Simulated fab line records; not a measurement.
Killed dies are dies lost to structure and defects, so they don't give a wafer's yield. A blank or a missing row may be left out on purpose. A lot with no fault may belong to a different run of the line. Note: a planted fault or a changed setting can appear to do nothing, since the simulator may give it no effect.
Matching of chambers || flow nandHarc || NHARC_A_STAIRCASE_ETCH_169 on rieDiel-03 has 4 sister chambers
The step etches the open film in CH3F/O2, target depth 50 nm, time 107.1 s. 14 wafers are shown with their chamber, then 7 later ones without.

== WAFERS, EACH WITH ITS CHAMBER ==
{"wafer": "L074.1", "chamber": 0, "drypumpMotorCurrentA (A)": 5.1, "showerheadPlenumPTorr (Torr)": 2.45, "o2FlowSccm (sccm)": 30.03}
{"wafer": "L074.3", "chamber": 1, "drypumpMotorCurrentA (A)": 4.9, "showerheadPlenumPTorr (Torr)": 2.52, "o2FlowSccm (sccm)": 29.94}
{"wafer": "L074.5", "chamber": 2, "drypumpMotorCurrentA (A)": 5.2, "showerheadPlenumPTorr (Torr)": 2.54, "o2FlowSccm (sccm)": 29.92}
{"wafer": "L078.1", "chamber": 3, "drypumpMotorCurrentA (A)": 6.1, "showerheadPlenumPTorr (Torr)": 2.44, "o2FlowSccm (sccm)": 29.92}
{"wafer": "L078.4", "chamber": 0, "drypumpMotorCurrentA (A)": 5.1, "showerheadPlenumPTorr (Torr)": 2.45, "o2FlowSccm (sccm)": 30.03}
{"wafer": "L078.6", "chamber": 0, "drypumpMotorCurrentA (A)": 5.1, "showerheadPlenumPTorr (Torr)": 2.45, "o2FlowSccm (sccm)": 30.14}
{"wafer": "L080.1", "chamber": 1, "drypumpMotorCurrentA (A)": 4.9, "showerheadPlenumPTorr (Torr)": 2.51, "o2FlowSccm (sccm)": 30.03}
{"wafer": "L080.4", "chamber": 0, "drypumpMotorCurrentA (A)": 5.1, "showerheadPlenumPTorr (Torr)": 2.45, "o2FlowSccm (sccm)": 30.13}
{"wafer": "L080.5", "chamber": 3, "drypumpMotorCurrentA (A)": 6.0, "showerheadPlenumPTorr (Torr)": 2.44, "o2FlowSccm (sccm)": 30.05}
{"wafer": "L081.1", "chamber": 1, "drypumpMotorCurrentA (A)": 4.9, "showerheadPlenumPTorr (Torr)": 2.51, "o2FlowSccm (sccm)": 29.98}
{"wafer": "L081.2", "chamber": 3, "drypumpMotorCurrentA (A)": 6.1, "showerheadPlenumPTorr (Torr)": 2.43, "o2FlowSccm (sccm)": 30.09}
{"wafer": "L081.4", "chamber": 0, "drypumpMotorCurrentA (A)": 5.1, "showerheadPlenumPTorr (Torr)": 2.44, "o2FlowSccm (sccm)": 30.10}
{"wafer": "L085.2", "chamber": 3, "drypumpMotorCurrentA (A)": 6.1, "showerheadPlenumPTorr (Torr)": 2.43, "o2FlowSccm (sccm)": 30.00}
{"wafer": "L085.3", "chamber": 2, "drypumpMotorCurrentA (A)": 5.2, "showerheadPlenumPTorr (Torr)": 2.53, "o2FlowSccm (sccm)": 29.90}

SIGNATURES (averages over the wafers above)
{"reading": "drypumpMotorCurrentA", "chamber 0": 5.100, "chamber 1": 4.900, "chamber 2": 5.200, "chamber 3": 6.075, "scatter within a chamber": 0.0274}
{"reading": "showerheadPlenumPTorr", "chamber 0": 2.4480, "chamber 1": 2.5133, "chamber 2": 2.5350, "chamber 3": 2.4350, "scatter within a chamber": 0.00545}
{"reading": "o2FlowSccm", "chamber 0": 30.0860, "chamber 1": 29.9833, "chamber 2": 29.9100, "chamber 3": 30.0150, "scatter within a chamber": 0.0563}
Rule: a wafer's distance from a chamber is the root of the sum, over the readings, of the square of ((its reading less the chamber's mean) divided by the reading's scatter). If the next closest chamber is less than 2 further off than the closest, the wafer can't be placed; otherwise it belongs to the closest. The scatter: take each reading less its chamber's mean, square it, sum over the shown wafers, divide by the number of wafers less the number of chambers, and take the root.

== WAFERS WHOSE CHAMBER IS MISSING ==
{"wafer": "L085.6", "drypumpMotorCurrentA (A)": 5.1, "showerheadPlenumPTorr (Torr)": 2.44, "o2FlowSccm (sccm)": 30.16}
{"wafer": "L092.4", "drypumpMotorCurrentA (A)": 5.1, "showerheadPlenumPTorr (Torr)": 2.43, "o2FlowSccm (sccm)": 30.01}
{"wafer": "L092.5", "drypumpMotorCurrentA (A)": 5.1, "showerheadPlenumPTorr (Torr)": 2.43, "o2FlowSccm (sccm)": 29.91}
{"wafer": "L092.6", "drypumpMotorCurrentA (A)": 6.0, "showerheadPlenumPTorr (Torr)": 2.43, "o2FlowSccm (sccm)": 29.98}
{"wafer": "L091.2", "drypumpMotorCurrentA (A)": 4.9, "showerheadPlenumPTorr (Torr)": 2.50, "o2FlowSccm (sccm)": 29.91}
{"wafer": "L091.4", "drypumpMotorCurrentA (A)": 5.1, "showerheadPlenumPTorr (Torr)": 2.43, "o2FlowSccm (sccm)": 29.88}
{"wafer": "L091.5", "drypumpMotorCurrentA (A)": 6.1, "showerheadPlenumPTorr (Torr)": 2.42, "o2FlowSccm (sccm)": 30.12}

== THE CHAMBER EACH PASSED THROUGH ==
{"wafer": "L085.6", "from the rows above": 0, "in truth": 0}
{"wafer": "L092.4", "from the rows above": 0, "in truth": 0}
{"wafer": "L092.5", "from the rows above": 0, "in truth": 0}
{"wafer": "L092.6", "from the rows above": 3, "in truth": 3}
{"wafer": "L091.2", "from the rows above": 1, "in truth": 1}
{"wafer": "L091.4", "from the rows above": 0, "in truth": 0}
{"wafer": "L091.5", "from the rows above": 3, "in truth": 3}
Correctly placed: 7 of 7. Not placeable from these rows: 0. Wrongly placed: 0.
